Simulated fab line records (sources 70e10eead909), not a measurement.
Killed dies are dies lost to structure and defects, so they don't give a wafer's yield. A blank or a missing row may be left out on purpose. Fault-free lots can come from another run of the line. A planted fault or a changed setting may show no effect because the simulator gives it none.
fab line records / flow nandHarc
record: lots: 12 wafers: 36 lastDay: 34
route steps=1302 shown P_STI@92 P_GATE@131 END@1302
lots untouched by any fault: they come from a run of this same line in which no faults occurred
startH: the number of hours between the record's first day and the start of the first shown wafer of the lot / waitH: hours elapsed since this lot's preceding step / " unchanged from the row above / L1.1+2: a single row standing in for several wafers / - no value, or no start was given / * or withheld: withheld / < > ~ a bound
route shown NAME@n: names a module that has steps shown in the file, with the first one's number in the route / usual: mean/standard deviation of fault-free wafers / same: alike in all rows / chamber/n: place in a boat / sites: the reading at each site / _std_site: the values' standard deviation / _edge_site: outer sites' mean less inner sites' / radiusMm: how far each site lies from the wafer's centre / mask NAME#n: copy n / behind: the last tool/chamber to shape the wafer / hold: what put the lot on hold/how long, in hours/how the hold closed / device: which transistor (n, p or np) failed to switch / end of line: tests of these same wafers at the route's end / a step given without rows: its recipe and nothing more / killed: dies that structure and defects cost at the first sort, which is not the same as the wafer's yield / map: dies across one wafer; x = killed, . = not, _ = none there
set.NAME: the setting the step ran with; set.NAME@STEP: the setting that earlier step ran with / model.NAME: the simulator's own value behind a step, which no gauge read
the route's steps for a sample of lots (tables are steps, rows are wafers)
services: when a tool's chamber went out of use (startH, in hours from the record's first day, below 0 if earlier), for how many hours, and the reason
== steps ==
step: NHARC_P_STI_OCD_MEAS_17
usual: trenchDepthNm: 300.7/2.4 trenchFootCdNm: 157.2/1.6
lot.wafer=L954.3 tool=ocd-01 chamber=- startH=45.06 waitH=0.1 trenchDepthNm=299.1 trenchFootCdNm=157.0
lot.wafer=L954.4 tool=ocd-01 chamber=- startH=45.06 waitH=0.1 trenchDepthNm=303.2 trenchFootCdNm=157.5
lot.wafer=L954.6 tool=ocd-01 chamber=- startH=45.06 waitH=0.1 trenchDepthNm=302.3 trenchFootCdNm=156.8
lot.wafer=L955.1 tool=ocd-02 chamber=- startH=56.87 waitH=0.1 trenchDepthNm=301.6 trenchFootCdNm=155.2
lot.wafer=L955.2 tool=ocd-02 chamber=- startH=56.87 waitH=0.1 trenchDepthNm=298.8 trenchFootCdNm=155.5
lot.wafer=L955.4 tool=ocd-02 chamber=- startH=56.87 waitH=0.1 trenchDepthNm=300.9 trenchFootCdNm=155.0
lot.wafer=L957.1 tool=ocd-01 chamber=- startH=74.42 waitH=0.1 trenchDepthNm=303.8 trenchFootCdNm=156.5
lot.wafer=L957.3 tool=ocd-01 chamber=- startH=74.42 waitH=0.1 trenchDepthNm=304.3 trenchFootCdNm=158.2
lot.wafer=L957.5 tool=ocd-01 chamber=- startH=74.42 waitH=0.1 trenchDepthNm=303.6 trenchFootCdNm=155.6
lot.wafer=L959.1 tool=ocd-02 chamber=- startH=94.31 waitH=0.1 trenchDepthNm=295.8 trenchFootCdNm=156.5
lot.wafer=L959.4 tool=ocd-02 chamber=- startH=94.31 waitH=0.1 trenchDepthNm=299.7 trenchFootCdNm=154.4
lot.wafer=L959.5 tool=ocd-02 chamber=- startH=94.31 waitH=0.1 trenchDepthNm=299.9 trenchFootCdNm=154.2
lot.wafer=L960.3 tool=ocd-02 chamber=- startH=104.12 waitH=0.1 trenchDepthNm=300.3 trenchFootCdNm=157.8
lot.wafer=L960.4 tool=ocd-02 chamber=- startH=104.12 waitH=0.1 trenchDepthNm=301.0 trenchFootCdNm=156.5
lot.wafer=L960.5 tool=ocd-02 chamber=- startH=104.12 waitH=0.1 trenchDepthNm=304.2 trenchFootCdNm=158.7
lot.wafer=L961.2 tool=ocd-02 chamber=- startH=113.92 waitH=0.1 trenchDepthNm=301.8 trenchFootCdNm=158.8
lot.wafer=L961.5 tool=ocd-02 chamber=- startH=113.92 waitH=0.1 trenchDepthNm=303.7 trenchFootCdNm=158.5
lot.wafer=L961.6 tool=ocd-02 chamber=- startH=113.92 waitH=0.1 trenchDepthNm=302.4 trenchFootCdNm=157.6
lot.wafer=L963.1 tool=ocd-01 chamber=- startH=135.93 waitH=0.1 trenchDepthNm=298.7 trenchFootCdNm=157.8
lot.wafer=L963.2 tool=ocd-01 chamber=- startH=135.93 waitH=0.1 trenchDepthNm=299.2 trenchFootCdNm=156.9
lot.wafer=L963.6 tool=ocd-01 chamber=- startH=135.93 waitH=0.1 trenchDepthNm=305.4 trenchFootCdNm=156.1
lot.wafer=L965.1 tool=ocd-01 chamber=- startH=157.25 waitH=0.1 trenchDepthNm=299.1 trenchFootCdNm=156.5
lot.wafer=L965.2 tool=ocd-01 chamber=- startH=157.25 waitH=0.1 trenchDepthNm=301.2 trenchFootCdNm=158.1
lot.wafer=L965.5 tool=ocd-01 chamber=- startH=157.25 waitH=0.1 trenchDepthNm=305.1 trenchFootCdNm=157.1
lot.wafer=L973.1 tool=ocd-02 chamber=- startH=235.25 waitH=0.1 trenchDepthNm=296.2 trenchFootCdNm=156.6
lot.wafer=L973.4 tool=ocd-02 chamber=- startH=235.25 waitH=0.1 trenchDepthNm=298.3 trenchFootCdNm=157.1
lot.wafer=L973.6 tool=ocd-02 chamber=- startH=235.25 waitH=0.1 trenchDepthNm=298.2 trenchFootCdNm=156.6
lot.wafer=L974.1 tool=ocd-01 chamber=- startH=245.28 waitH=0.1 trenchDepthNm=302.8 trenchFootCdNm=156.3
lot.wafer=L974.2 tool=ocd-01 chamber=- startH=245.28 waitH=0.1 trenchDepthNm=298.2 trenchFootCdNm=159.0
lot.wafer=L974.4 tool=ocd-01 chamber=- startH=245.28 waitH=0.1 trenchDepthNm=302.7 trenchFootCdNm=156.6
lot.wafer=L975.1 tool=ocd-02 chamber=- startH=255.19 waitH=0.1 trenchDepthNm=299.0 trenchFootCdNm=158.3
lot.wafer=L975.3 tool=ocd-02 chamber=- startH=255.19 waitH=0.1 trenchDepthNm=302.4 trenchFootCdNm=158.3
lot.wafer=L975.5 tool=ocd-02 chamber=- startH=255.19 waitH=0.1 trenchDepthNm=299.9 trenchFootCdNm=161.7
lot.wafer=L977.1 tool=ocd-01 chamber=- startH=275.21 waitH=0.1 trenchDepthNm=300.6 trenchFootCdNm=154.3
lot.wafer=L977.4 tool=ocd-01 chamber=- startH=275.21 waitH=0.1 trenchDepthNm=298.6 trenchFootCdNm=156.0
lot.wafer=L977.5 tool=ocd-01 chamber=- startH=275.21 waitH=0.1 trenchDepthNm=297.8 trenchFootCdNm=157.4
step: NHARC_P_GATE_HM_DEP_102
recipe: targetThkA: 1200 tempC: 400 material: aC
usual: throttleValvePct: 34.999/0.009
lot.wafer=L954.3 tool=aclDep-01 chamber=0 startH=100.52 waitH=2.9 throttleValvePct=35.015
lot.wafer=L954.4 tool=aclDep-01 chamber=0 startH=100.52 waitH=2.9 throttleValvePct=34.993
lot.wafer=L954.6 tool=aclDep-01 chamber=0 startH=100.52 waitH=2.9 throttleValvePct=35.005
lot.wafer=L955.1 tool=aclDep-02 chamber=0 startH=104.16 waitH=0.4 throttleValvePct=35.011
lot.wafer=L955.2 tool=aclDep-02 chamber=0 startH=104.16 waitH=0.4 throttleValvePct=35.005
lot.wafer=L955.4 tool=aclDep-02 chamber=0 startH=104.16 waitH=0.4 throttleValvePct=35.013
lot.wafer=L957.1 tool=aclDep-02 chamber=0 startH=126.98 waitH=3.0 throttleValvePct=34.998
lot.wafer=L957.3 tool=aclDep-02 chamber=0 startH=126.98 waitH=3.0 throttleValvePct=35.014
lot.wafer=L957.5 tool=aclDep-02 chamber=0 startH=126.98 waitH=3.0 throttleValvePct=34.992
lot.wafer=L959.1 tool=aclDep-03 chamber=0 startH=148.36 waitH=0.4 throttleValvePct=34.995
lot.wafer=L959.4 tool=aclDep-03 chamber=0 startH=148.36 waitH=0.4 throttleValvePct=34.984
lot.wafer=L959.5 tool=aclDep-03 chamber=0 startH=148.36 waitH=0.4 throttleValvePct=35.005
lot.wafer=L960.3 tool=aclDep-03 chamber=0 startH=156.66 waitH=3.7 throttleValvePct=34.985
lot.wafer=L960.4 tool=aclDep-03 chamber=0 startH=156.66 waitH=3.7 throttleValvePct=35.004
lot.wafer=L960.5 tool=aclDep-03 chamber=0 startH=156.66 waitH=3.7 throttleValvePct=34.995
lot.wafer=L961.2 tool=aclDep-01 chamber=0 startH=172.59 waitH=3.7 throttleValvePct=35.000
lot.wafer=L961.5 tool=aclDep-01 chamber=0 startH=172.59 waitH=3.7 throttleValvePct=35.003
lot.wafer=L961.6 tool=aclDep-01 chamber=0 startH=172.59 waitH=3.7 throttleValvePct=35.004
lot.wafer=L963.1 tool=aclDep-01 chamber=0 startH=186.48 waitH=0.4 throttleValvePct=34.987
lot.wafer=L963.2 tool=aclDep-01 chamber=0 startH=186.48 waitH=0.4 throttleValvePct=34.999
lot.wafer=L963.6 tool=aclDep-01 chamber=0 startH=186.48 waitH=0.4 throttleValvePct=35.002
lot.wafer=L965.1 tool=aclDep-03 chamber=0 startH=206.97 waitH=0.9 throttleValvePct=34.996
lot.wafer=L965.2 tool=aclDep-03 chamber=0 startH=206.97 waitH=0.9 throttleValvePct=35.000
lot.wafer=L965.5 tool=aclDep-03 chamber=0 startH=206.97 waitH=0.9 throttleValvePct=35.011
lot.wafer=L973.1 tool=aclDep-01 chamber=0 startH=290.18 waitH=2.1 throttleValvePct=35.008
lot.wafer=L973.4 tool=aclDep-01 chamber=0 startH=290.18 waitH=2.1 throttleValvePct=35.009
lot.wafer=L973.6 tool=aclDep-01 chamber=0 startH=290.18 waitH=2.1 throttleValvePct=34.993
lot.wafer=L974.1 tool=aclDep-03 chamber=0 startH=294.53 waitH=0.4 throttleValvePct=35.000
lot.wafer=L974.2 tool=aclDep-03 chamber=0 startH=294.53 waitH=0.4 throttleValvePct=34.993
lot.wafer=L974.4 tool=aclDep-03 chamber=0 startH=294.53 waitH=0.4 throttleValvePct=35.006
lot.wafer=L975.1 tool=aclDep-01 chamber=0 startH=303.09 waitH=1.4 throttleValvePct=35.011
lot.wafer=L975.3 tool=aclDep-01 chamber=0 startH=303.09 waitH=1.4 throttleValvePct=34.994
lot.wafer=L975.5 tool=aclDep-01 chamber=0 startH=303.09 waitH=1.4 throttleValvePct=35.003
lot.wafer=L977.1 tool=aclDep-03 chamber=0 startH=322.33 waitH=0.7 throttleValvePct=34.989
lot.wafer=L977.4 tool=aclDep-03 chamber=0 startH=322.33 waitH=0.7 throttleValvePct=35.002
lot.wafer=L977.5 tool=aclDep-03 chamber=0 startH=322.33 waitH=0.7 throttleValvePct=35.005
step: NHARC_P_GATE_EXPOSE_43
recipe: na: 0.6 targetCdNm: 720 doseMj: 14.81 maskId: P_NSD
lot.wafer=L954.3+4+6 tool=krfScanner-02 chamber=0 startH=113.62 waitH=- mask=P_NSD#0
lot.wafer=L955.1+2+4 tool=krfScanner-03 chamber=0 startH=117.26 waitH=- mask=P_NSD#0
lot.wafer=L957.1+3+5 tool=krfScanner-02 chamber=0 startH=142.15 waitH=- mask=P_NSD#0
lot.wafer=L959.1+4+5 tool=krfScanner-04 chamber=0 startH=161.46 waitH=- mask=P_NSD#0
lot.wafer=L960.3+4+5 tool=krfScanner-04 chamber=0 startH=169.49 waitH=- mask=P_NSD#0
lot.wafer=L961.2+5+6 tool=krfScanner-03 chamber=0 startH=185.66 waitH=- mask=P_NSD#0
lot.wafer=L963.1+2+6 tool=krfScanner-03 chamber=0 startH=199.61 waitH=- mask=P_NSD_R1#0
lot.wafer=L965.1+2+5 tool=krfScanner-03 chamber=0 startH=220.05 waitH=- mask=P_NSD#0
lot.wafer=L973.1+4+6 tool=krfScanner-03 chamber=0 startH=303.24 waitH=- mask=P_NSD#0
lot.wafer=L974.1+2+4 tool=krfScanner-02 chamber=0 startH=307.79 waitH=- mask=P_NSD#0
lot.wafer=L975.1+3+5 tool=krfScanner-02 chamber=0 startH=316.00 waitH=- mask=P_NSD#0
lot.wafer=L977.1+4+5 tool=krfScanner-02 chamber=0 startH=335.39 waitH=- mask=P_NSD#0
step: NHARC_P_GATE_CD_MEAS_46
recipe: targetCdNm: 720 landingEnergyEv: 500
usual: cdNm: 720.5/1.2
lot.wafer=L954.3 tool=cdSem-01 chamber=0 startH=113.77 waitH=- cdNm=720.7
lot.wafer=L954.4 tool=cdSem-01 chamber=0 startH=113.77 waitH=- cdNm=719.4
lot.wafer=L954.6 tool=cdSem-01 chamber=0 startH=113.77 waitH=- cdNm=719.9
lot.wafer=L955.1 tool=cdSem-01 chamber=0 startH=117.41 waitH=- cdNm=722.4
lot.wafer=L955.2 tool=cdSem-01 chamber=0 startH=117.41 waitH=- cdNm=722.8
lot.wafer=L955.4 tool=cdSem-01 chamber=0 startH=117.41 waitH=- cdNm=721.6
lot.wafer=L957.1 tool=cdSem-02 chamber=0 startH=142.31 waitH=- cdNm=721.1
lot.wafer=L957.3 tool=cdSem-02 chamber=0 startH=142.31 waitH=- cdNm=718.8
lot.wafer=L957.5 tool=cdSem-02 chamber=0 startH=142.31 waitH=- cdNm=718.5
lot.wafer=L959.1 tool=cdSem-03 chamber=0 startH=161.62 waitH=- cdNm=721.6
lot.wafer=L959.4 tool=cdSem-03 chamber=0 startH=161.62 waitH=- cdNm=721.7
lot.wafer=L959.5 tool=cdSem-03 chamber=0 startH=161.62 waitH=- cdNm=721.0
lot.wafer=L960.3 tool=cdSem-03 chamber=0 startH=169.65 waitH=- cdNm=721.7
lot.wafer=L960.4 tool=cdSem-03 chamber=0 startH=169.65 waitH=- cdNm=720.9
lot.wafer=L960.5 tool=cdSem-03 chamber=0 startH=169.65 waitH=- cdNm=720.7
lot.wafer=L961.2 tool=cdSem-02 chamber=0 startH=185.82 waitH=- cdNm=720.9
lot.wafer=L961.5 tool=cdSem-02 chamber=0 startH=185.82 waitH=- cdNm=719.5
lot.wafer=L961.6 tool=cdSem-02 chamber=0 startH=185.82 waitH=- cdNm=721.1
lot.wafer=L963.1 tool=cdSem-01 chamber=0 startH=199.77 waitH=- cdNm=691.6
lot.wafer=L963.2 tool=cdSem-01 chamber=0 startH=199.77 waitH=- cdNm=689.5
lot.wafer=L963.6 tool=cdSem-01 chamber=0 startH=199.77 waitH=- cdNm=689.4
lot.wafer=L965.1 tool=cdSem-03 chamber=0 startH=220.22 waitH=- cdNm=718.1
lot.wafer=L965.2 tool=cdSem-03 chamber=0 startH=220.22 waitH=- cdNm=719.3
lot.wafer=L965.5 tool=cdSem-03 chamber=0 startH=220.22 waitH=- cdNm=719.7
lot.wafer=L973.1 tool=cdSem-03 chamber=0 startH=303.40 waitH=- cdNm=720.5
lot.wafer=L973.4 tool=cdSem-03 chamber=0 startH=303.40 waitH=- cdNm=719.7
lot.wafer=L973.6 tool=cdSem-03 chamber=0 startH=303.40 waitH=- cdNm=718.6
lot.wafer=L974.1 tool=cdSem-01 chamber=0 startH=307.95 waitH=- cdNm=721.5
lot.wafer=L974.2 tool=cdSem-01 chamber=0 startH=307.95 waitH=- cdNm=721.1
lot.wafer=L974.4 tool=cdSem-01 chamber=0 startH=307.95 waitH=- cdNm=722.0
lot.wafer=L975.1 tool=cdSem-01 chamber=0 startH=316.16 waitH=- cdNm=721.6
lot.wafer=L975.3 tool=cdSem-01 chamber=0 startH=316.16 waitH=- cdNm=720.5
lot.wafer=L975.5 tool=cdSem-01 chamber=0 startH=316.16 waitH=- cdNm=722.2
lot.wafer=L977.1 tool=cdSem-02 chamber=0 startH=335.55 waitH=- cdNm=721.5
lot.wafer=L977.4 tool=cdSem-02 chamber=0 startH=335.55 waitH=- cdNm=721.2
lot.wafer=L977.5 tool=cdSem-02 chamber=0 startH=335.55 waitH=- cdNm=720.3
step: NHARC_P_GATE_DESCUM_48
recipe: timeS: 3 o2FlowSccm: 200 arFlowSccm: 0 biasPowerW: 0 chemistry: O2
usual: drypumpMotorCurrentA: 5.6/0.34 oesProductAu: 0.998/0.0071 rfVppV: 57.8/0.97 showerheadPlenumPTorr: 1.91/0.078 throttleValvePct: 11.311/0.0096
lot.wafer=L954.4 tool=rieDiel-01 chamber=0 startH=113.92 waitH=- drypumpMotorCurrentA=4.9 oesProductAu=1.000 rfHoursCounterH=5.6 rfVppV=58.8 showerheadPlenumPTorr=2.04 throttleValvePct=11.308
lot.wafer=L954.3 tool=rieDiel-01 chamber=3 startH=113.92 waitH=- drypumpMotorCurrentA=5.7 oesProductAu=1.002 rfHoursCounterH=6.2 rfVppV=58.2 showerheadPlenumPTorr=2.03 throttleValvePct=11.306
lot.wafer=L954.6 tool=rieDiel-01 chamber=0 startH=113.92 waitH=- drypumpMotorCurrentA=4.9 oesProductAu=0.999 rfHoursCounterH=- rfVppV=59.9 showerheadPlenumPTorr=2.04 throttleValvePct=11.304
lot.wafer=L955.2 tool=rieDiel-11 chamber=2 startH=117.58 waitH=- drypumpMotorCurrentA=5.8 oesProductAu=1.000 rfHoursCounterH=2.0 rfVppV=55.9 showerheadPlenumPTorr=1.84 throttleValvePct=11.310
lot.wafer=L955.4 tool=rieDiel-11 chamber=0 startH=117.58 waitH=- drypumpMotorCurrentA=5.9 oesProductAu=0.997 rfHoursCounterH=2.2 rfVppV=58.4 showerheadPlenumPTorr=1.93 throttleValvePct=11.321
lot.wafer=L955.1 tool=rieDiel-11 chamber=1 startH=117.58 waitH=- drypumpMotorCurrentA=6.0 oesProductAu=0.994 rfHoursCounterH=1.6 rfVppV=56.8 showerheadPlenumPTorr=1.91 throttleValvePct=11.314
lot.wafer=L957.3 tool=rieDiel-11 chamber=3 startH=142.47 waitH=- drypumpMotorCurrentA=5.4 oesProductAu=0.999 rfHoursCounterH=3.6 rfVppV=57.0 showerheadPlenumPTorr=1.85 throttleValvePct=11.314
lot.wafer=L957.1 tool=rieDiel-11 chamber=1 startH=142.47 waitH=- drypumpMotorCurrentA=6.0 oesProductAu=0.999 rfHoursCounterH=3.0 rfVppV=57.7 showerheadPlenumPTorr=1.90 throttleValvePct=11.304
lot.wafer=L957.5 tool=rieDiel-11 chamber=3 startH=142.47 waitH=- drypumpMotorCurrentA=5.4 oesProductAu=0.996 rfHoursCounterH=- rfVppV=58.3 showerheadPlenumPTorr=1.85 throttleValvePct=11.314
lot.wafer=L959.1 tool=rieDiel-11 chamber=1 startH=161.78 waitH=- drypumpMotorCurrentA=6.0 oesProductAu=0.994 rfHoursCounterH=3.5 rfVppV=57.4 showerheadPlenumPTorr=1.91 throttleValvePct=11.319
lot.wafer=L959.4 tool=rieDiel-11 chamber=0 startH=161.78 waitH=- drypumpMotorCurrentA=5.9 oesProductAu=1.004 rfHoursCounterH=3.6 rfVppV=57.4 showerheadPlenumPTorr=1.93 throttleValvePct=11.317
lot.wafer=L959.5 tool=rieDiel-11 chamber=2 startH=161.78 waitH=- drypumpMotorCurrentA=5.9 oesProductAu=0.999 rfHoursCounterH=- rfVppV=57.5 showerheadPlenumPTorr=1.84 throttleValvePct=11.303
lot.wafer=L960.4 tool=rieDiel-01 chamber=3 startH=169.81 waitH=- drypumpMotorCurrentA=5.7 oesProductAu=1.004 rfHoursCounterH=9.2 rfVppV=58.7 showerheadPlenumPTorr=2.03 throttleValvePct=11.299
lot.wafer=L960.3 tool=rieDiel-01 chamber=0 startH=169.81 waitH=- drypumpMotorCurrentA=4.9 oesProductAu=0.996 rfHoursCounterH=7.2 rfVppV=58.4 showerheadPlenumPTorr=2.04 throttleValvePct=11.316
lot.wafer=L960.5 tool=rieDiel-01 chamber=2 startH=169.81 waitH=- drypumpMotorCurrentA=5.7 oesProductAu=0.996 rfHoursCounterH=- rfVppV=58.1 showerheadPlenumPTorr=1.89 throttleValvePct=11.312
lot.wafer=L961.2 tool=rieDiel-11 chamber=0 startH=185.99 waitH=- drypumpMotorCurrentA=5.9 oesProductAu=1.009 rfHoursCounterH=4.0 rfVppV=58.5 showerheadPlenumPTorr=1.93 throttleValvePct=11.308
lot.wafer=L961.5 tool=rieDiel-11 chamber=3 startH=185.99 waitH=- drypumpMotorCurrentA=5.4 oesProductAu=0.996 rfHoursCounterH=- rfVppV=57.4 showerheadPlenumPTorr=1.85 throttleValvePct=11.313
lot.wafer=L961.6 tool=rieDiel-11 chamber=0 startH=185.99 waitH=- drypumpMotorCurrentA=5.8 oesProductAu=1.003 rfHoursCounterH=- rfVppV=58.1 showerheadPlenumPTorr=1.93 throttleValvePct=11.308
lot.wafer=L963.2 tool=rieDiel-01 chamber=1 startH=199.96 waitH=- drypumpMotorCurrentA=5.3 oesProductAu=1.003 rfHoursCounterH=9.5 rfVppV=58.0 showerheadPlenumPTorr=2.02 throttleValvePct=11.289
lot.wafer=L963.1 tool=rieDiel-01 chamber=2 startH=199.96 waitH=- drypumpMotorCurrentA=5.7 oesProductAu=0.989 rfHoursCounterH=10.5 rfVppV=57.7 showerheadPlenumPTorr=1.89 throttleValvePct=11.292
lot.wafer=L963.6 tool=rieDiel-01 chamber=3 startH=199.96 waitH=- drypumpMotorCurrentA=5.7 oesProductAu=0.989 rfHoursCounterH=- rfVppV=57.6 showerheadPlenumPTorr=2.03 throttleValvePct=11.314
lot.wafer=L965.1 tool=rieDiel-03 chamber=0 startH=220.38 waitH=- drypumpMotorCurrentA=5.3 oesProductAu=0.998 rfHoursCounterH=5.2 rfVppV=57.0 showerheadPlenumPTorr=1.87 throttleValvePct=11.290
lot.wafer=L965.2 tool=rieDiel-03 chamber=2 startH=220.38 waitH=- drypumpMotorCurrentA=5.3 oesProductAu=0.996 rfHoursCounterH=7.0 rfVppV=54.3 showerheadPlenumPTorr=1.79 throttleValvePct=11.307
lot.wafer=L965.5 tool=rieDiel-03 chamber=0 startH=220.38 waitH=- drypumpMotorCurrentA=5.3 oesProductAu=0.996 rfHoursCounterH=- rfVppV=54.9 showerheadPlenumPTorr=1.87 throttleValvePct=11.294
lot.wafer=L973.1 tool=rieDiel-11 chamber=2 startH=303.56 waitH=- drypumpMotorCurrentA=5.9 oesProductAu=1.001 rfHoursCounterH=2.6 rfVppV=55.8 showerheadPlenumPTorr=1.83 throttleValvePct=11.315
lot.wafer=L973.4 tool=rieDiel-11 chamber=0 startH=303.56 waitH=- drypumpMotorCurrentA=5.9 oesProductAu=1.009 rfHoursCounterH=1.9 rfVppV=56.8 showerheadPlenumPTorr=1.93 throttleValvePct=11.310
lot.wafer=L973.6 tool=rieDiel-11 chamber=3 startH=303.56 waitH=- drypumpMotorCurrentA=5.4 oesProductAu=1.008 rfHoursCounterH=- rfVppV=60.0 showerheadPlenumPTorr=1.85 throttleValvePct=11.313
lot.wafer=L974.2 tool=rieDiel-11 chamber=2 startH=308.11 waitH=- drypumpMotorCurrentA=5.8 oesProductAu=1.007 rfHoursCounterH=2.7 rfVppV=57.0 showerheadPlenumPTorr=1.83 throttleValvePct=11.318
lot.wafer=L974.1 tool=rieDiel-11 chamber=3 startH=308.11 waitH=- drypumpMotorCurrentA=5.4 oesProductAu=1.000 rfHoursCounterH=1.9 rfVppV=57.4 showerheadPlenumPTorr=1.85 throttleValvePct=11.316
lot.wafer=L974.4 tool=rieDiel-11 chamber=1 startH=308.11 waitH=- drypumpMotorCurrentA=6.0 oesProductAu=1.003 rfHoursCounterH=1.9 rfVppV=58.4 showerheadPlenumPTorr=1.90 throttleValvePct=11.304
lot.wafer=L975.1 tool=rieDiel-01 chamber=2 startH=316.33 waitH=- drypumpMotorCurrentA=5.6 oesProductAu=0.999 rfHoursCounterH=6.4 rfVppV=56.4 showerheadPlenumPTorr=1.89 throttleValvePct=11.302
lot.wafer=L975.3 tool=rieDiel-01 chamber=0 startH=316.33 waitH=- drypumpMotorCurrentA=4.9 oesProductAu=0.981 rfHoursCounterH=7.2 rfVppV=57.6 showerheadPlenumPTorr=2.04 throttleValvePct=11.308
lot.wafer=L975.5 tool=rieDiel-01 chamber=1 startH=316.33 waitH=- drypumpMotorCurrentA=5.4 oesProductAu=1.001 rfHoursCounterH=- rfVppV=58.7 showerheadPlenumPTorr=2.02 throttleValvePct=11.329
lot.wafer=L977.4 tool=rieDiel-03 chamber=3 startH=335.73 waitH=- drypumpMotorCurrentA=5.1 oesProductAu=1.000 rfHoursCounterH=2.0 rfVppV=58.5 showerheadPlenumPTorr=1.93 throttleValvePct=11.316
lot.wafer=L977.1 tool=rieDiel-03 chamber=0 startH=335.73 waitH=- drypumpMotorCurrentA=5.3 oesProductAu=1.002 rfHoursCounterH=2.7 rfVppV=57.2 showerheadPlenumPTorr=1.87 throttleValvePct=11.312
lot.wafer=L977.5 tool=rieDiel-03 chamber=1 startH=335.73 waitH=- drypumpMotorCurrentA=6.0 oesProductAu=0.997 rfHoursCounterH=- rfVppV=57.7 showerheadPlenumPTorr=1.84 throttleValvePct=11.303
step: NHARC_END_SORT_01
recipe: tempC: 25
usual: killedAtArray: 53/21 killedAtOther: 1.0/1.3 killedAtPeriphery: 3.8/2.4 killedDies: 58/21 killedOpen: 3.4/1.9 killedShort: 2.4/1.5
same: grossDies: 677
lot.wafer=L965.1 tool=prober-01 chamber=0 startH=691.53 waitH=2.5 killedAtArray=24 killedAtOther=1 killedAtPeriphery=4 killedDies=29 killedOpen=8 killedShort=3
lot.wafer=L965.2 tool=prober-01 chamber=0 startH=692.32 waitH=2.8 killedAtArray=24 killedAtOther=0 killedAtPeriphery=4 killedDies=28 killedOpen=7 killedShort=3
lot.wafer=L965.5 tool=prober-01 chamber=0 startH=694.72 waitH=3.7 killedAtArray=21 killedAtOther=0 killedAtPeriphery=5 killedDies=26 killedOpen=5 killedShort=1
killed by level:class
L965.1 A_CHANNEL_HOLE_D1:chamberFilmFlake=8 A_CONTACT:chamberFilmFlake=5 P_M0:geometricParticle:open=3 A_CHANNEL_FILL_D2:geometricParticle:open=2 A_CHANNEL_FILL_D1:geometricParticle:open=1 A_CHANNEL_FILL_D1:geometricParticle:short=1 A_ONON_D2:geometricParticle:open=1 A_CHANNEL_FILL_D2:geometricParticle:short=1
L965.2 A_CONTACT:chamberFilmFlake=6 A_CHANNEL_FILL_D2:geometricParticle:short=3 A_SLIT:chamberFilmFlake=3 A_CHANNEL_FILL_D2:geometricParticle:open=2 P_GATE:chamberFilmFlake=2 A_CHANNEL_HOLE_D1:chamberFilmFlake=2 P_M0:geometricParticle:open=1 A_ONON_D2:geometricParticle:open=1
L965.5 A_CHANNEL_HOLE_D1:chamberFilmFlake=6 A_CONTACT:chamberFilmFlake=4 A_SLIT:chamberFilmFlake=3 P_CONTACT:geometricParticle:open=2 P_GATE:chamberFilmFlake=2 A_CHANNEL_FILL_D2:chamberFilmFlake=2 A_STAIRCASE:chamberFilmFlake=2 P_M0:geometricParticle:open=1
== services ==
tool=rieDiel-11 chamber=- startH=78.53 hours=9.0 kind=pm
tool=rieDiel-01 chamber=3 startH=87.55 hours=2.7 kind=repair
tool=krfScanner-04 chamber=- startH=93.40 hours=0.2 kind=repair
tool=krfScanner-02 chamber=- startH=94.00 hours=4.0 kind=pm
tool=aclDep-03 chamber=- startH=122.92 hours=13.0 kind=pm
tool=krfScanner-02 chamber=- startH=133.89 hours=2.8 kind=repair
tool=krfScanner-03 chamber=- startH=137.88 hours=5.4 kind=repair
tool=krfScanner-02 chamber=- startH=165.47 hours=2.3 kind=repair
tool=rieDiel-11 chamber=1 startH=179.52 hours=4.2 kind=repair
tool=aclDep-01 chamber=- startH=188.36 hours=13.0 kind=pm
tool=rieDiel-11 chamber=3 startH=189.08 hours=8.6 kind=repair
tool=rieDiel-01 chamber=- startH=196.79 hours=0.6 kind=repair
tool=rieDiel-11 chamber=3 startH=202.24 hours=6.2 kind=repair
tool=rieDiel-01 chamber=- startH=203.83 hours=9.0 kind=pm
tool=krfScanner-03 chamber=- startH=223.05 hours=8.6 kind=repair
tool=krfScanner-03 chamber=- startH=255.10 hours=0.6 kind=repair
tool=rieDiel-11 chamber=- startH=255.53 hours=9.0 kind=pm
tool=rieDiel-01 chamber=3 startH=260.05 hours=2.4 kind=repair
tool=krfScanner-02 chamber=- startH=266.00 hours=4.0 kind=pm
tool=rieDiel-01 chamber=0 startH=271.69 hours=7.7 kind=repair
tool=krfScanner-02 chamber=- startH=293.86 hours=1.0 kind=repair
tool=aclDep-03 chamber=- startH=307.61 hours=13.0 kind=pm
tool=rieDiel-01 chamber=- startH=321.52 hours=0.3 kind=repair
tool=rieDiel-11 chamber=3 startH=330.17 hours=27.5 kind=repair
== key ==
firstSign: step: NHARC_P_GATE_EXPOSE_43 reading: mask direction: changed
effect: step: NHARC_P_GATE_CD_MEAS_46 reading: cdNm direction: down sigmas: 25 usual: 720.5 struck: 690.2
metAt NHARC_P_GATE_EXPOSE_43
struckLots L963
testerLeftOut L963
notActingAt NHARC_P_STI_OCD_MEAS_17,NHARC_P_GATE_HM_DEP_102,NHARC_P_GATE_DESCUM_48
onsetBetween 185.66 199.61
fault: kind: wrongMask tool: any chamber: - onsetH: 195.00 steps: NHARC_P_GATE_EXPOSE_43 auxCopy: P_NSD_R1#0 cdOffsetNm: -27.919 scope: struckLotsOnly
testerLeftOut: of these lots the tester's yield and bins aren't shown, on N5 and GAA mostly nor the transistor test; their killed dies are dies lost to structure and defects alone, not to doping, threshold or leakage, so they don't give the yield
